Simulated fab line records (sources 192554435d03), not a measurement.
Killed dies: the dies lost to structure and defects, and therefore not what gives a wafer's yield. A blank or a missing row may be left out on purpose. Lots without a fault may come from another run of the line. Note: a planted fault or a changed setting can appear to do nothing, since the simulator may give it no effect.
Which tool is to blame? + flow n5_finfet + 12 lots, 36 wafers sampled, at 1 step of a route of 1938

WHAT EACH GAUGE READ, for each wafer
N5_ZERO_LAYER_CD_MEAS_11 targets a cd of 2000 nm.
| lot  | measured    | on        | cd_nm (nm)           |
|------|-------------|-----------|----------------------|
| L075 | day 1 18:47 | cd_sem-01 | 2000.6 1998.9 1999.8 |
| L077 | day 2 06:38 | cd_sem-03 | 2000.5 2003.8 2000.2 |
| L079 | day 2 18:40 | cd_sem-02 | 2000.0 2003.9 1999.1 |
| L081 | day 3 06:38 | cd_sem-02 | 1995.5 2001.0 1997.8 |
| L083 | day 3 18:38 | cd_sem-02 | 2000.6 2000.8 1997.5 |
| L085 | day 4 06:41 | cd_sem-01 | 1997.3 2001.3 1996.3 |
| L087 | day 4 18:40 | cd_sem-01 | 2004.3 2003.1 2006.0 |
| L089 | day 5 06:38 | cd_sem-03 | 1998.0 2000.7 1998.1 |
| L091 | day 5 18:38 | cd_sem-01 | 2000.3 2002.3 2002.6 |
| L093 | day 6 06:38 | cd_sem-03 | 1997.9 1996.9 2002.8 |
| L095 | day 6 18:46 | cd_sem-01 | 2004.4 1997.9 2002.9 |
| L097 | day 7 06:46 | cd_sem-03 | 2001.7 1999.8 2003.3 |

WHAT TOOL EACH LOT RAN ON (gives the tool, then ch and the chambers of the sampled wafers, and finally the start)
Record: no process step prior to these readings.

THE ANSWER, worked out from the rows above alone
Rule: what is usual is taken from the lots themselves. Put in order of their means at a reading, lots are off if they are a third of the lots or fewer, leave a main group of 4 or more, and stand apart from it by a gap of 3 or more times the standard deviation of the main group's means; of several such gaps the widest counts. If all means in a main group match to the digits the tables above print for the reading, that group is not used. A lot without any number at a reading at which 4 lots or more have one is off too. The other lots that the step has rows for count as sound.
None of the lots is off at any reading shown; this tells nothing.

WHAT WAS PUT IN BY THE SIMULATOR
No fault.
